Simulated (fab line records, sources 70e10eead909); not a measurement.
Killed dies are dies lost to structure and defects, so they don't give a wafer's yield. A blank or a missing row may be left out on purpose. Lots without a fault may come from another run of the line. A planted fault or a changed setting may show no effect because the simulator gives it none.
fab line records | flow nand_harc
record lots=13 wafers=39 last_day=34
route steps=1302 shown A_CHANNEL_FILL_D1@493 A_DECK1_JOINT@527 A_ONON_D2@546 END@1302
lots that met no fault: from a run of the same line without faults
start_h: hours from the record's first day to the start of the lot's first wafer shown | wait_h: hours since the lot's step before | " the same as in the row above | L1.1+2: a row that stands for several wafers | - no value, or no start given | * or withheld: withheld | < > ~ a bound
route shown NAME@n: a module of which the file shows steps, and the number in the route of the first | usual: mean/standard deviation of fault-free wafers | same: alike in all rows | chamber/n: place in a boat | sites: the reading at each site | _std_site: their standard deviation | _edge_site: outer sites' mean less inner sites' | radius_mm: how far each site lies from the wafer's centre | mask NAME#n: copy n | behind: the tool/chamber that last shaped the wafer | hold: why the lot was held/for how many hours/how that ended | device: the transistor (n, p or np) that didn't switch | end of line: the same wafers' tests at the end of the route | a step without rows: its recipe alone | killed: dies lost to structure and defects at the first sort, not the wafer's yield | map: a wafer's dies, x killed, . not, _ none there
set.NAME: the setting as run; set.NAME@STEP: as run at that earlier step | model.NAME: the simulator's own value behind a step, which no gauge read
steps of the route over a sample of lots; a table a step, a row a wafer
services: from which hour (start_h, from the record's first day; less than 0 if before it) a tool's chamber was out of use, for how many hours, and why
## steps
# step NHARC_A_CHANNEL_FILL_D1_ALD_03
# recipe target_thk_a=60 pulse_time_s=60 ald_cycles=58 temp_c=630 pressure_torr=2 material=SiNx
# usual precursor_pulse_height_rel=0.999/0.022
# columns lot.wafer tool chamber start_h wait_h precursor_pulse_height_rel
L983.1 ald_sin_batch-02 0 - - 1.002
L983.3 " 0 " " 1.016
L983.5 " 0 " " 1.034
L985.1 ald_sin_batch-03 0 - - 1.030
L985.4 " 0 " " 0.991
L985.6 " 0 " " 0.988
L992.1 ald_sin_batch-01 0 - - 0.985
L992.2 " 0 " " 1.024
L992.3 " 0 " " 0.994
L993.2 ald_sin_batch-03 0 - - 0.970
L993.3 " 0 " " 0.989
L993.6 " 0 " " 0.994
L994.4 ald_sin_batch-01 0 - - 0.969
L994.5 " 0 " " 1.004
L994.6 " 0 " " 0.986
L996.2 ald_sin_batch-02 0 - - 0.987
L996.3 " 0 " " 0.970
L996.6 " 0 " " 0.990
L997.3 ald_sin_batch-01 0 - - 0.981
L997.4 " 0 " " 1.000
L997.6 " 0 " " 0.981
L999.2 ald_sin_batch-01 0 - - 0.998
L999.3 " 0 " " 1.049
L999.6 " 0 " " 0.976
L100.1 ald_sin_batch-01 0 - - 1.020
L100.4 " 0 " " 0.987
L100.6 " 0 " " 1.003
L102.2 ald_sin_batch-03 0 - - 0.979
L102.3 " 0 " " 0.999
L102.4 " 0 " " 0.953
L104.2 ald_sin_batch-03 0 - - 0.987
L104.4 " 0 " " 1.021
L104.5 " 0 " " 0.980
L105.1 ald_sin_batch-03 0 - - 1.041
L105.4 " 0 " " 0.965
L105.5 " 0 " " 0.999
L106.1 ald_sin_batch-03 0 - - 0.978
L106.3 " 0 " " 1.001
L106.5 " 0 " " 1.021
# step NHARC_A_DECK1_JOINT_CMP_13
# recipe target_thk_nm=51.023
# usual motor_current_A=11.8/1 slurry_filter_dp_kPa=13.49/0.14 time_to_endpoint_s=9.5/2.6
# columns lot.wafer tool chamber start_h wait_h motor_current_A slurry_filter_dp_kPa time_to_endpoint_s
L983.1 cmp-03 0 254.89 0.4 10.1 13.40 6.3
L983.3 " 3 " " 13.3 13.41 7.9
L983.5 " 1 " " 11.6 13.45 4.1
L985.4 cmp-04 1 270.77 0.4 10.2 13.39 10.9
L985.1 " 0 " " 12.9 13.41 10.7
L985.6 " 1 " " 9.9 13.58 6.3
L992.3 cmp-03 3 331.80 0.4 12.4 13.60 9.8
L992.1 " 1 " " 11.8 13.29 5.3
L992.2 " 2 " " 11.5 13.45 10.6
L993.2 cmp-02 2 346.45 0.4 12.6 13.48 13.7
L993.3 " 0 " " 12.7 13.55 12.8
L993.6 " 2 " " 12.7 13.17 12.7
L994.4 cmp-03 3 368.87 0.4 12.6 13.63 10.2
L994.6 " 0 " " 10.5 13.75 5.2
L994.5 " 1 " " 11.3 13.57 7.2
L996.3 cmp-04 1 378.39 0.4 9.8 13.53 8.2
L996.2 " 2 " " 12.8 13.54 7.5
L996.6 " 3 " " 12.1 13.43 11.7
L997.4 cmp-04 2 397.47 0.4 12.7 13.66 9.7
L997.3 " 3 " " 11.8 13.31 14.0
L997.6 " 1 " " 9.5 13.48 8.9
L100.1 cmp-02 1 410.82 0.4 11.2 13.41 9.8
L100.4 " 2 " " 12.8 13.87 13.6
L100.6 " 0 " " 12.5 13.44 10.0
L999.3 cmp-03 2 410.83 0.4 12.9 13.45 12.9
L999.2 " 3 " " 12.7 13.37 13.5
L999.6 " 1 " " 11.6 13.32 7.9
L102.4 cmp-02 3 433.13 0.4 10.5 13.42 8.7
L102.2 " 1 " " 11.7 13.40 7.8
L102.3 " 2 " " 13.1 13.67 11.9
L104.2 cmp-03 0 466.35 0.4 10.4 13.42 9.7
L104.4 " 2 " " 11.8 13.50 10.4
L104.5 " 0 " " 10.2 13.64 9.4
L105.4 cmp-02 0 466.35 0.4 13.1 13.29 9.8
L105.1 " 1 " " 10.9 13.70 8.8
L105.5 " 3 " " 10.8 13.49 8.7
L106.1 cmp-03 3 481.83 0.4 13.2 13.33 10.7
L106.3 " 0 " " 10.8 13.40 10.9
L106.5 " 3 " " 12.0 13.35 11.3
# step NHARC_A_ONON_D2_THK_MEAS_02
# recipe thk_meas_gauge=ellipsometry
# usual thk_nm=997/9.7
# columns lot.wafer tool chamber start_h wait_h thk_nm
L983.1 film_metro-02 - 280.09 - 982
L983.3 " - " " 983
L983.5 " - " " 982
L985.1 film_metro-01 - 297.94 - 984
L985.4 " - " " 983
L985.6 " - " " 981
L992.1 film_metro-02 - 354.61 - 979
L992.2 " - " " 980
L992.3 " - " " 979
L993.2 film_metro-01 - 372.35 - 1003
L993.3 " - " " 1002
L993.6 " - " " 1004
L994.4 film_metro-01 - 394.59 - 1000
L994.5 " - " " 1001
L994.6 " - " " 1002
L996.2 film_metro-02 - 406.94 - 1001
L996.3 " - " " 1003
L996.6 " - " " 1003
L997.3 film_metro-02 - 424.50 - 1000
L997.4 " - " " 998
L997.6 " - " " 1000
L999.2 film_metro-02 - 435.09 - 1002
L999.3 " - " " 1001
L999.6 " - " " 1003
L100.1 film_metro-01 - 435.10 - 1003
L100.4 " - " " 1002
L100.6 " - " " 1003
L102.2 film_metro-02 - 457.26 - 994
L102.3 " - " " 994
L102.4 " - " " 994
L105.1 film_metro-01 - 490.52 - 992
L105.4 " - " " 990
L105.5 " - " " 993
L104.2 film_metro-02 - 490.68 - 1010
L104.4 " - " " 1011
L104.5 " - " " 1009
L106.1 film_metro-02 - 513.85 - 998
L106.3 " - " " 997
L106.5 " - " " 995
# step NHARC_A_ONON_D2_DEP_12
# recipe target_thk_a=10000 n2_flow_sccm=2750 n2o_flow_sccm=2000 nh3_flow_sccm=500 sih4_flow_sccm=210 temp_c=400
# columns lot.wafer tool chamber start_h wait_h
L983.1+3+5 pecvd_onon-02 0 281.86 0.1
L985.1+4+6 pecvd_onon-01 0 299.72 0.1
L992.1+2+3 pecvd_onon-01 0 356.37 0.1
L993.2+3+6 pecvd_onon-01 0 374.16 0.1
L994.4+5+6 pecvd_onon-02 0 396.51 0.2
L996.2+3+6 pecvd_onon-02 0 408.76 0.1
L997.3+4+6 pecvd_onon-02 0 426.37 0.2
L100.1+4+6 pecvd_onon-02 0 436.85 0.1
L999.2+3+6 pecvd_onon-01 0 436.93 0.1
L102.2+3+4 pecvd_onon-02 0 459.08 0.1
L105.1+4+5 pecvd_onon-02 0 492.27 0.1
L104.2+4+5 pecvd_onon-01 0 492.50 0.1
L106.1+3+5 pecvd_onon-02 0 515.60 0.1
# step NHARC_A_ONON_D2_THK_MEAS_14
# recipe thk_meas_gauge=ellipsometry
# usual thk_nm=1001/11
# columns lot.wafer tool chamber start_h wait_h thk_nm
L983.1 film_metro-02 - 282.37 - 1003
L983.3 " - " " 1004
L983.5 " - " " 1001
L985.1 film_metro-01 - 300.23 - 1012
L985.4 " - " " 1013
L985.6 " - " " 1012
L992.1 film_metro-01 - 356.89 - 619
L992.2 " - " " 619
L992.3 " - " " 620
L993.2 film_metro-01 - 374.62 - 620
L993.3 " - " " 619
L993.6 " - " " 620
L994.4 film_metro-02 - 396.87 - 994
L994.5 " - " " 993
L994.6 " - " " 995
L996.2 film_metro-01 - 409.21 - 1002
L996.3 " - " " 1003
L996.6 " - " " 1004
L997.3 film_metro-01 - 426.77 - 985
L997.4 " - " " 985
L997.6 " - " " 985
L100.1 film_metro-02 - 437.36 - 1013
L100.4 " - " " 1012
L100.6 " - " " 1012
L999.2 film_metro-01 - 437.38 - 996
L999.3 " - " " 995
L999.6 " - " " 995
L102.2 film_metro-01 - 459.53 - 989
L102.3 " - " " 989
L102.4 " - " " 987
L105.1 film_metro-01 - 492.77 - 1013
L105.4 " - " " 1015
L105.5 " - " " 1014
L104.2 film_metro-01 - 492.95 - 989
L104.4 " - " " 989
L104.5 " - " " 991
L106.1 film_metro-01 - 516.11 - 1003
L106.3 " - " " 1001
L106.5 " - " " 1000
# step NHARC_END_SORT_01
# recipe temp_c=25
# usual killed_at_array=56/19 killed_at_other=1.0/1.3 killed_at_periphery=3.8/2.2 killed_dies=61/19 killed_open=3.1/1.9 killed_short=2.3/1.5
# same gross_dies=677
# columns lot.wafer tool chamber start_h wait_h killed_at_array killed_at_other killed_at_periphery killed_dies killed_open killed_short
L992.1 prober-02 0 648.30 2.4 674 0 3 677 1 0
L992.2 prober-02 0 649.10 2.8 671 0 6 677 1 1
L992.3 prober-02 0 649.89 3.1 674 0 3 677 1 2
L993.2 prober-01 0 649.16 2.8 670 2 5 677 3 2
L993.3 prober-01 0 649.96 3.1 669 2 6 677 3 1
L993.6 prober-01 0 652.35 4.0 672 2 3 677 2 2
# killed by level:class
L992.1 A_ONON_D2:area_dep=615 A_SLIT:chamber_film_flake=30 A_CHANNEL_HOLE_D1:chamber_film_flake=9 A_CHANNEL_HOLE_D2:chamber_film_flake=8 A_SGD_CUT:chamber_film_flake=4 A_STAIRCASE:chamber_film_flake=3 A_CONTACT:chamber_film_flake=3 P_BONDPAD:chamber_film_flake=2
L992.2 A_ONON_D2:area_dep=615 A_SLIT:chamber_film_flake=26 A_CHANNEL_HOLE_D2:chamber_film_flake=9 A_CHANNEL_HOLE_D1:chamber_film_flake=5 A_STAIRCASE:chamber_film_flake=5 P_BONDPAD:chamber_film_flake=4 A_CONTACT:chamber_film_flake=4 P_ZERO_WELL:chamber_film_flake=2
L993.2 A_ONON_D2:area_dep=612 A_SLIT:chamber_film_flake=25 A_CHANNEL_HOLE_D2:chamber_film_flake=8 A_CHANNEL_HOLE_D1:chamber_film_flake=6 A_CONTACT:chamber_film_flake=5 A_STAIRCASE:chamber_film_flake=4 A_BLC:chamber_film_flake=3 A_ONON_D1:geometric_particle:open=2
L992.3 A_ONON_D2:area_dep=610 A_SLIT:chamber_film_flake=31 A_CHANNEL_HOLE_D2:chamber_film_flake=15 A_CHANNEL_HOLE_D1:chamber_film_flake=5 A_CONTACT:chamber_film_flake=5 A_DECK1_JOINT:chamber_film_flake=2 A_STAIRCASE:chamber_film_flake=2 A_DECK1_JOINT:geometric_particle:open=1
L993.3 A_ONON_D2:area_dep=602 A_SLIT:chamber_film_flake=34 A_CHANNEL_HOLE_D1:chamber_film_flake=11 A_STAIRCASE:chamber_film_flake=7 A_CHANNEL_HOLE_D2:chamber_film_flake=7 A_BLC:chamber_film_flake=3 P_CONTACT:chamber_film_flake=2 A_CONTACT:chamber_film_flake=2
L993.6 A_ONON_D2:area_dep=620 A_SLIT:chamber_film_flake=28 A_CHANNEL_HOLE_D2:chamber_film_flake=8 A_STAIRCASE:chamber_film_flake=5 A_CONTACT:chamber_film_flake=4 THIN_TSV:chamber_film_flake=2 P_M1:geometric_particle:open=1 A_CHANNEL_FILL_D1:geometric_particle:open=1
## services
# columns tool chamber start_h hours kind
ald_sin_batch-01 - 171.61 4.7 repair
cmp-03 - 177.26 10.4 repair
pecvd_onon-02 - 185.09 13.0 pm
cmp-02 - 194.54 10.6 repair
cmp-03 - 198.07 4.0 pm
cmp-04 - 209.00 4.0 pm
cmp-02 - 232.63 4.0 pm
cmp-02 - 241.54 1.5 repair
cmp-04 - 244.82 1.5 repair
pecvd_onon-01 - 269.08 13.0 pm
cmp-03 - 274.83 2.9 repair
cmp-03 - 296.07 4.0 pm
cmp-02 - 318.06 2.7 repair
cmp-02 - 330.63 4.0 pm
pecvd_onon-02 - 366.09 13.0 pm
cmp-02 - 368.37 0.6 repair
cmp-03 - 394.07 4.0 pm
cmp-02 - 424.27 2.7 repair
cmp-02 - 428.63 4.0 pm
pecvd_onon-01 - 450.08 13.0 pm
cmp-02 - 451.87 6.1 repair
cmp-03 - 492.13 4.0 pm
ald_sin_batch-01 - 506.00 26.0 pm
cmp-03 - 508.54 12.7 repair
## key
first_sign step=NHARC_A_ONON_D2_THK_MEAS_14 reading=thk_nm direction=down sigmas=36 usual=1001 struck=620
effect step=NHARC_END_SORT_01 reading=killed_at_array direction=up sigmas=33 usual=56 struck=672
more_kills_born_at NHARC_A_ONON_D2_DEP_12@pecvd_onon-01=3674
met_at NHARC_A_ONON_D2_DEP_12
struck_lots L992,L993
later_rows_left_out L992.1,L992.2,L992.3,L993.2,L993.3,L993.6
tester_left_out L992,L993
not_acting_at NHARC_A_CHANNEL_FILL_D1_ALD_03,NHARC_A_DECK1_JOINT_CMP_13,NHARC_A_ONON_D2_THK_MEAS_02
onset_between 299.72 356.37
fault kind=process_parameter_drift tool=pecvd_onon-01 chamber=- onset_h=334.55 steps=NHARC_A_ONON_D2_DEP_12 channel=target_thk_a offset=* shape=step end_h=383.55 acts_in=* stated=*
# tester_left_out: of these lots the tester's yield and bins aren't shown, on N5 and GAA mostly nor the transistor test; their killed dies are dies lost to structure and defects alone, not to doping, threshold or leakage, so they don't give the yield
# later_rows_left_out: the simulator's readings of these wafers behind a module that went badly wrong aren't trusted and aren't shown, but for the sort
